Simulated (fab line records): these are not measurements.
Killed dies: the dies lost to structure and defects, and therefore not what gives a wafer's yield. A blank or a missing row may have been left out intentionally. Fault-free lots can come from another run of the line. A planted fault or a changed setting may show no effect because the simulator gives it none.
Chamber matching || flow n5 finfet || 4 sister chambers for N5_BEOL_M8_ETCH_62 on rie diel-02
The step etches SOC in N2/H2, target depth 110 nm, overetch 22 nm, time 165 s. 30 wafers are shown with their chamber, then 12 later ones without.

## WAFERS WITH THEIR CHAMBER
{"wafer": "L078.1", "chamber": 0, "drypump motor current A (A)": 5.9, "showerhead plenum p Torr (Torr)": 2.65, "throttle valve pct (%)": 18.03}
{"wafer": "L078.4", "chamber": 1, "drypump motor current A (A)": 5.4, "showerhead plenum p Torr (Torr)": 2.68, "throttle valve pct (%)": 18.14}
{"wafer": "L078.6", "chamber": 1, "drypump motor current A (A)": 5.4, "showerhead plenum p Torr (Torr)": 2.68, "throttle valve pct (%)": 18.12}
{"wafer": "L077.1", "chamber": 2, "drypump motor current A (A)": 5.4, "showerhead plenum p Torr (Torr)": 2.50, "throttle valve pct (%)": 18.04}
{"wafer": "L077.3", "chamber": 1, "drypump motor current A (A)": 5.4, "showerhead plenum p Torr (Torr)": 2.68, "throttle valve pct (%)": 18.15}
{"wafer": "L077.4", "chamber": 0, "drypump motor current A (A)": 5.9, "showerhead plenum p Torr (Torr)": 2.65, "throttle valve pct (%)": 18.05}
{"wafer": "L080.1", "chamber": 3, "drypump motor current A (A)": 5.7, "showerhead plenum p Torr (Torr)": 2.51, "throttle valve pct (%)": 17.74}
{"wafer": "L080.3", "chamber": 0, "drypump motor current A (A)": 5.9, "showerhead plenum p Torr (Torr)": 2.65, "throttle valve pct (%)": 18.06}
{"wafer": "L080.4", "chamber": 0, "drypump motor current A (A)": 5.9, "showerhead plenum p Torr (Torr)": 2.65, "throttle valve pct (%)": 18.06}
{"wafer": "L081.2", "chamber": 3, "drypump motor current A (A)": 5.7, "showerhead plenum p Torr (Torr)": 2.51, "throttle valve pct (%)": 17.73}
{"wafer": "L081.3", "chamber": 2, "drypump motor current A (A)": 5.4, "showerhead plenum p Torr (Torr)": 2.50, "throttle valve pct (%)": 17.60}
{"wafer": "L081.4", "chamber": 1, "drypump motor current A (A)": 5.4, "showerhead plenum p Torr (Torr)": 2.67, "throttle valve pct (%)": 18.18}
{"wafer": "L084.3", "chamber": 0, "drypump motor current A (A)": 5.9, "showerhead plenum p Torr (Torr)": 2.64, "throttle valve pct (%)": 18.07}
{"wafer": "L084.5", "chamber": 1, "drypump motor current A (A)": 5.4, "showerhead plenum p Torr (Torr)": 2.67, "throttle valve pct (%)": 18.18}
{"wafer": "L084.6", "chamber": 2, "drypump motor current A (A)": 5.4, "showerhead plenum p Torr (Torr)": 2.49, "throttle valve pct (%)": 17.62}
{"wafer": "L082.4", "chamber": 2, "drypump motor current A (A)": 5.4, "showerhead plenum p Torr (Torr)": 2.49, "throttle valve pct (%)": 17.62}
{"wafer": "L082.5", "chamber": 3, "drypump motor current A (A)": 5.7, "showerhead plenum p Torr (Torr)": 2.51, "throttle valve pct (%)": 17.76}
{"wafer": "L082.6", "chamber": 2, "drypump motor current A (A)": 5.4, "showerhead plenum p Torr (Torr)": 2.49, "throttle valve pct (%)": 17.62}
{"wafer": "L085.2", "chamber": 2, "drypump motor current A (A)": 5.4, "showerhead plenum p Torr (Torr)": 2.49, "throttle valve pct (%)": 17.62}
{"wafer": "L085.3", "chamber": 3, "drypump motor current A (A)": 5.7, "showerhead plenum p Torr (Torr)": 2.51, "throttle valve pct (%)": 17.76}
{"wafer": "L085.6", "chamber": 1, "drypump motor current A (A)": 5.4, "showerhead plenum p Torr (Torr)": 2.67, "throttle valve pct (%)": 18.17}
{"wafer": "L088.1", "chamber": 3, "drypump motor current A (A)": 5.7, "showerhead plenum p Torr (Torr)": 2.51, "throttle valve pct (%)": 17.78}
{"wafer": "L088.2", "chamber": 0, "drypump motor current A (A)": 5.9, "showerhead plenum p Torr (Torr)": 2.64, "throttle valve pct (%)": 18.07}
{"wafer": "L088.4", "chamber": 1, "drypump motor current A (A)": 5.4, "showerhead plenum p Torr (Torr)": 2.67, "throttle valve pct (%)": 18.19}
{"wafer": "L090.1", "chamber": 1, "drypump motor current A (A)": 5.4, "showerhead plenum p Torr (Torr)": 2.66, "throttle valve pct (%)": 18.20}
{"wafer": "L090.3", "chamber": 2, "drypump motor current A (A)": 5.4, "showerhead plenum p Torr (Torr)": 2.49, "throttle valve pct (%)": 17.62}
{"wafer": "L090.6", "chamber": 2, "drypump motor current A (A)": 5.4, "showerhead plenum p Torr (Torr)": 2.49, "throttle valve pct (%)": 17.63}
{"wafer": "L091.1", "chamber": 2, "drypump motor current A (A)": 5.4, "showerhead plenum p Torr (Torr)": 2.49, "throttle valve pct (%)": 17.63}
{"wafer": "L091.2", "chamber": 0, "drypump motor current A (A)": 5.9, "showerhead plenum p Torr (Torr)": 2.64, "throttle valve pct (%)": 18.08}
{"wafer": "L091.3", "chamber": 3, "drypump motor current A (A)": 5.8, "showerhead plenum p Torr (Torr)": 2.50, "throttle valve pct (%)": 17.76}

SIGNATURES (averages over the wafers above)
{"reading": "drypump motor current A", "chamber 0": 5.900, "chamber 1": 5.400, "chamber 2": 5.400, "chamber 3": 5.717, "scatter within a chamber": 0.0179}
{"reading": "showerhead plenum p Torr", "chamber 0": 2.6457, "chamber 1": 2.6725, "chamber 2": 2.4922, "chamber 3": 2.5083, "scatter within a chamber": 0.00541}
{"reading": "throttle valve pct", "chamber 0": 18.0600, "chamber 1": 18.1663, "chamber 2": 17.6667, "chamber 3": 17.7550, "scatter within a chamber": 0.0798}
Rule: distance of a wafer from a chamber = root of the sum over the readings of ((wafer's reading minus chamber's mean) / reading's scatter) squared. If the next closest chamber is less than 2 further off than the closest, the wafer can't be placed; otherwise it belongs to the closest. The scatter: the root of (the sum of the squares of (reading less its chamber's mean) over the shown wafers, divided by (wafers less chambers)).

## WAFERS WITHOUT THEIR CHAMBER
{"wafer": "L092.4", "drypump motor current A (A)": 5.4, "showerhead plenum p Torr (Torr)": 2.49, "throttle valve pct (%)": 17.64}
{"wafer": "L092.5", "drypump motor current A (A)": 5.4, "showerhead plenum p Torr (Torr)": 2.66, "throttle valve pct (%)": 18.21}
{"wafer": "L092.6", "drypump motor current A (A)": 5.4, "showerhead plenum p Torr (Torr)": 2.49, "throttle valve pct (%)": 17.64}
{"wafer": "L094.2", "drypump motor current A (A)": 5.4, "showerhead plenum p Torr (Torr)": 2.49, "throttle valve pct (%)": 17.64}
{"wafer": "L094.5", "drypump motor current A (A)": 5.7, "showerhead plenum p Torr (Torr)": 2.50, "throttle valve pct (%)": 17.78}
{"wafer": "L094.6", "drypump motor current A (A)": 5.4, "showerhead plenum p Torr (Torr)": 2.49, "throttle valve pct (%)": 17.63}
{"wafer": "L095.2", "drypump motor current A (A)": 5.4, "showerhead plenum p Torr (Torr)": 2.66, "throttle valve pct (%)": 18.22}
{"wafer": "L095.4", "drypump motor current A (A)": 5.4, "showerhead plenum p Torr (Torr)": 2.49, "throttle valve pct (%)": 17.64}
{"wafer": "L095.6", "drypump motor current A (A)": 5.7, "showerhead plenum p Torr (Torr)": 2.50, "throttle valve pct (%)": 17.79}
{"wafer": "L096.1", "drypump motor current A (A)": 5.9, "showerhead plenum p Torr (Torr)": 2.64, "throttle valve pct (%)": 18.09}
{"wafer": "L096.2", "drypump motor current A (A)": 5.4, "showerhead plenum p Torr (Torr)": 2.66, "throttle valve pct (%)": 18.21}
{"wafer": "L096.3", "drypump motor current A (A)": 5.4, "showerhead plenum p Torr (Torr)": 2.49, "throttle valve pct (%)": 17.64}

## CHAMBER TAKEN BY EACH
{"wafer": "L092.4", "from the rows above": 2, "in truth": 2}
{"wafer": "L092.5", "from the rows above": 1, "in truth": 1}
{"wafer": "L092.6", "from the rows above": 2, "in truth": 2}
{"wafer": "L094.2", "from the rows above": 2, "in truth": 2}
{"wafer": "L094.5", "from the rows above": 3, "in truth": 3}
{"wafer": "L094.6", "from the rows above": 2, "in truth": 2}
{"wafer": "L095.2", "from the rows above": 1, "in truth": 1}
{"wafer": "L095.4", "from the rows above": 2, "in truth": 2}
{"wafer": "L095.6", "from the rows above": 3, "in truth": 3}
{"wafer": "L096.1", "from the rows above": 0, "in truth": 0}
{"wafer": "L096.2", "from the rows above": 1, "in truth": 1}
{"wafer": "L096.3", "from the rows above": 2, "in truth": 2}
Placed correctly: 12 of 12. From these rows, 0 cannot be placed. 0 placed wrongly.
